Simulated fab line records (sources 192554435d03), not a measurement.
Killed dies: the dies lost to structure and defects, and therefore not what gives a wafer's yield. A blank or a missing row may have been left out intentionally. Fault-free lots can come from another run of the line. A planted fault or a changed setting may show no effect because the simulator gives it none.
Which tool is to blame? ; flow n5 finfet ; 9 lots, 27 wafers sampled, at 5 steps of a route of 1938

WHAT THE GAUGES SHOWED, per wafer
N5_BEOL_M4_RC_MEAS_101. Usual: DIBL_N 36.5 mV/V, standard deviation 2; DIBL_P 36.5 mV/V, standard deviation 2.3; IOFF_N 0.16 nA/um, standard deviation 0.036; IOFF_P 0.21 nA/um, standard deviation 0.037; ION_N 672 uA/um, standard deviation 12; ION_P 459 uA/um, standard deviation 7.1; SS_N 71.6 mV/dec, standard deviation 0.73; SS_P 73.4 mV/dec, standard deviation 0.76; VT_N 250 mV, standard deviation 3.3; VT_P -250.5 mV, standard deviation 2.9.
lot;measured;on;DIBL_N (mV/V);DIBL_P (mV/V);IOFF_N (nA/um);IOFF_P (nA/um);ION_N (uA/um);ION_P (uA/um);SS_N (mV/dec);SS_P (mV/dec);VT_N (mV);VT_P (mV);flag
L492;day 8 14:59;prober-02;31.8 33.0 34.4;34.0 34.7 37.4;0.12 0.13 0.16;0.17 0.17 0.20;671 659 675;462 450 461;71.2 70.6 70.9;72.4 72.4 73.5;252 254 250;-250.3 -253.8 -249.8;
L494;day 8 18:32;prober-01;36.6 36.1 38.4;33.7 33.6 36.9;0.13 0.13 0.17;0.17 0.18 0.22;661 668 687;458 455 471;71.9 70.7 72.0;72.1 72.0 73.1;251 251 245;-253.6 -250.0 -247.1;
L493;day 8 23:19;prober-02;37.5 39.7 38.2;37.7 40.1 38.4;0.16 0.20 0.17;0.22 0.25 0.23;672 676 673;459 464 461;71.8 72.6 72.1;74.5 74.9 74.8;248 248 250;-247.8 -246.5 -249.2;
L499;day 10 07:19;prober-01;36.5 38.1 37.2;35.9 39.1 37.3;0.14 0.18 0.16;0.19 0.24 0.21;661 683 671;453 469 459;72.5 72.6 72.4;72.6 73.7 73.2;251 249 249;-252.4 -247.1 -249.2;
L504;day 11 17:28;prober-01;38.3 39.4 38.6;36.8 37.8 37.5;0.19 0.24 0.21;0.25 0.27 0.27;684 693 680;464 465 462;71.7 72.8 72.3;74.4 74.5 74.3;245 243 247;-248.6 -247.5 -247.8;
L505;day 11 19:24;prober-01;36.3 37.4 37.3;36.2 36.3 38.8;0.16 0.19 0.20;0.20 0.21 0.25;663 652 669;448 446 463;71.8 73.3 72.6;73.1 73.4 73.4;250 250 247;-252.3 -249.7 -246.2;
L507;day 11 23:17;prober-01;35.6 36.9 33.8;38.7 39.1 34.8;0.16 0.17 0.12;0.20 0.21 0.15;675 672 659;459 456 451;71.5 71.8 71.3;74.3 74.2 72.7;250 250 255;-251.6 -252.3 -258.8;
L512;day 13 10:04;prober-02;36.7 38.1 38.2;36.8 38.8 38.9;0.15 0.17 0.17;0.20 0.22 0.23;670 671 678;454 458 458;71.4 71.5 72.2;73.5 73.9 73.0;253 248 249;-255.1 -251.8 -251.8;
L514;day 13 21:25;prober-01;38.1 37.5 37.7;41.2 39.5 39.4;0.24 0.21 0.21;0.30 0.26 0.26;691 684 661;474 467 449;72.1 71.8 72.3;73.9 74.3 74.0;243 248 247;-243.0 -246.6 -245.4;

WHAT TOOL EACH LOT RAN ON (gives the tool, then ch and the chambers of the sampled wafers, and finally the start)
lot;N5_BEOL_M0_TRENCH_ETCH_107;N5_BEOL_M0_STRIP_142;N5_BEOL_M0_SURFACE_TREAT_137;N5_BEOL_M1_COAT_61
L492;rie diel-05 ch 0,3, day 6 17:02;rie diel-05 ch 0,3, day 6 17:04;pvd sputter-02, day 6 17:45;litho track-03 ch 0, day 6 20:34
L494;rie diel-06 ch 0,1,3, day 6 17:19;rie diel-06 ch 0,1,3, day 6 17:20;pvd sputter-03, day 6 18:02;litho track-03 ch 0, day 6 20:51
L493;rie diel-06 ch 0,1,2, day 6 17:49;rie diel-06 ch 0,1,2, day 6 17:50;pvd sputter-01, day 6 18:43;litho track-04 ch 0, day 6 20:54
L499;rie diel-01 ch 1,3, day 7 17:13;rie diel-01 ch 1,3, day 7 17:14;pvd sputter-03, day 7 20:26;litho track-01 ch 0, day 8 02:34
L504;rie diel-01 ch 1,2, day 9 03:38;rie diel-01 ch 1,2, day 9 03:40;pvd sputter-01, day 9 04:38;litho track-03 ch 0, day 9 11:09
L505;rie diel-05 ch 0,1,3, day 9 12:29;rie diel-05 ch 0,1,3, day 9 12:30;pvd sputter-01, day 9 14:11;litho track-03 ch 0, day 9 19:41
L507;rie diel-05 ch 0,2,3, day 9 21:01;rie diel-05 ch 0,2,3, day 9 21:02;pvd sputter-02, day 9 23:46;litho track-01 ch 0, day 10 03:08
L512;rie diel-06 ch 1,3, day 11 01:10;rie diel-06 ch 1,3, day 11 01:11;pvd sputter-01, day 11 02:26;litho track-04 ch 0, day 11 06:34
L514;rie diel-01 ch 2,3, day 11 10:02;rie diel-01 ch 2,3, day 11 10:04;pvd sputter-02, day 11 10:55;litho track-01 ch 0, day 11 15:28
- N5_BEOL_M0_TRENCH_ETCH_107: etches SiOC in C4F6/O2, target depth 32.8 nm, time 16.4 s.
- N5_BEOL_M0_STRIP_142: strips in N2/H2, time 10 s.
- N5_BEOL_M0_SURFACE_TREAT_137
- N5_BEOL_M1_COAT_61: time 60 s, resist thk 60 nm.

AS READ BY THE TOOLS THEMSELVES (means over the sampled wafers that have a number; for cases with no such wafer, the mark the record gives instead)
N5_BEOL_M0_TRENCH_ETCH_107. Usual: chamber pressure mTorr 29.997 mTorr, standard deviation 0.029; drypump motor current A 5.8 A, standard deviation 0.59; mfc ar sccm 300.0 sccm, standard deviation 0.96; oes_f_703_au 0.77 a.u., standard deviation 0.079; oes product au 0.76 a.u., standard deviation 0.085; rf vpp V 661 V, standard deviation 11; showerhead plenum p Torr 2.81 Torr, standard deviation 0.083; throttle valve pct 20.79 %, standard deviation 0.2.
lot;tool;chamber pressure mTorr (mTorr);drypump motor current A (A);mfc ar sccm (sccm);oes_f_703_au (a.u.);oes product au (a.u.);rf vpp V (V);showerhead plenum p Torr (Torr);throttle valve pct (%);flag
L492;rie diel-05;30.011;6.2;301.0;0.73;0.71;657;2.78;20.91;
L494;rie diel-06;29.992;5.7;300.5;0.75;0.73;651;2.80;20.83;
L493;rie diel-06;29.995;5.8;301.1;0.76;0.75;660;2.80;20.74;
L499;rie diel-01;29.997;5.7;299.3;0.72;0.71;661;2.87;20.88;
L504;rie diel-01;29.983;6.2;299.7;0.75;0.74;669;2.82;20.82;
L505;rie diel-05;30.014;6.0;300.0;0.75;0.73;661;2.79;20.92;
L507;rie diel-05;29.988;5.9;299.3;0.72;0.71;663;2.82;20.93;
L512;rie diel-06;30.002;5.5;300.7;0.86;0.86;656;2.84;20.55;
L514;rie diel-01;29.987;6.2;299.3;0.89;0.89;654;2.87;20.58;

N5_BEOL_M0_STRIP_142. Usual: value, then standard deviation, for each; chamber pressure mTorr 19.997 mTorr / 0.02; drypump motor current A 5.8 A / 0.59; oes product au 0.76 a.u. / 0.084; rf vpp V 59.1 V / 0.83; showerhead plenum p Torr 2.52 Torr / 0.082; temp c 40.00 C / 0.1; throttle valve pct 23.68 % / 0.2.
lot;tool;chamber pressure mTorr (mTorr);drypump motor current A (A);oes product au (a.u.);rf vpp V (V);showerhead plenum p Torr (Torr);temp c (C);throttle valve pct (%);flag
L492;rie diel-05;19.994;6.2;0.71;59.4;2.48;39.98;23.87;
L494;rie diel-06;19.987;5.7;0.73;59.4;2.51;40.04;23.72;
L493;rie diel-06;20.003;5.8;0.76;59.6;2.51;39.92;23.62;
L499;rie diel-01;19.980;5.7;0.71;59.0;2.58;40.02;23.51;
L504;rie diel-01;20.007;6.2;0.74;59.0;2.53;40.03;23.63;
L505;rie diel-05;19.999;6.0;0.73;58.6;2.50;40.03;23.90;
L507;rie diel-05;19.995;5.9;0.72;58.5;2.52;39.98;23.75;
L512;rie diel-06;19.985;5.5;0.89;58.8;2.55;39.95;23.60;
L514;rie diel-01;19.990;6.2;0.88;59.7;2.57;39.96;23.28;

N5_BEOL_M1_COAT_61. Usual: plate temp C 250.04 C, standard deviation 0.17; spin speed rpm 1500.1 rpm, standard deviation 0.95.
lot;tool;plate temp C (C);spin speed rpm (rpm);flag
L492;litho track-03;250.13;1500.0;
L494;litho track-03;250.06;1500.9;
L493;litho track-04;249.80;1499.2;
L499;litho track-01;250.01;1500.6;
L504;litho track-03;250.17;761.7;OFF
L505;litho track-03;250.12;763.8;OFF
L507;litho track-01;249.83;1499.5;
L512;litho track-04;250.02;1500.7;
L514;litho track-01;250.25;1500.6;

THE ANSWER, worked out from the rows above alone
Rule: take the mean of a lot's wafers that have a number; if it is more than 3 standard deviations from the usual mean, the lot is off. Also off: a lot with no number at a reading for which 4 or more lots have one. The other lots that the step has rows for count as sound. After the gauges, taken in route order, come the tools' own readings; for these a lot's mean is taken, as printed above. The first step at which some lot is off is used, and at that step the reading that is off furthest; a lot without a number counts as furthest.
Off, at N5_BEOL_M1_COAT_61 on spin speed rpm: L504, L505.
If a tool, at that step or one of the process steps before it, ran each lot that is off and ran no sound lot following the first of them, it fits. One fits: litho track-03 at N5_BEOL_M1_COAT_61. A fault onset in the window from L494 (day 6 20:51, its last sound lot) to L504 (day 9 11:09, its first lot off) fits.
On the lots that are off, the tool's own readings at N5_BEOL_M1_COAT_61 differ by more than 5 times the standard deviation of the sound lots' means, which bears it out; spin speed rpm reads 762.8 rpm there versus 1500.2 rpm on the sound lots.

WHAT WAS PUT IN BY THE SIMULATOR
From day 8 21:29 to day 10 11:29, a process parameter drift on litho track-03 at N5_BEOL_M1_COAT_61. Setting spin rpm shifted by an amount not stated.
Lots struck among those shown: L504, L505. The rule above reached the same finding.
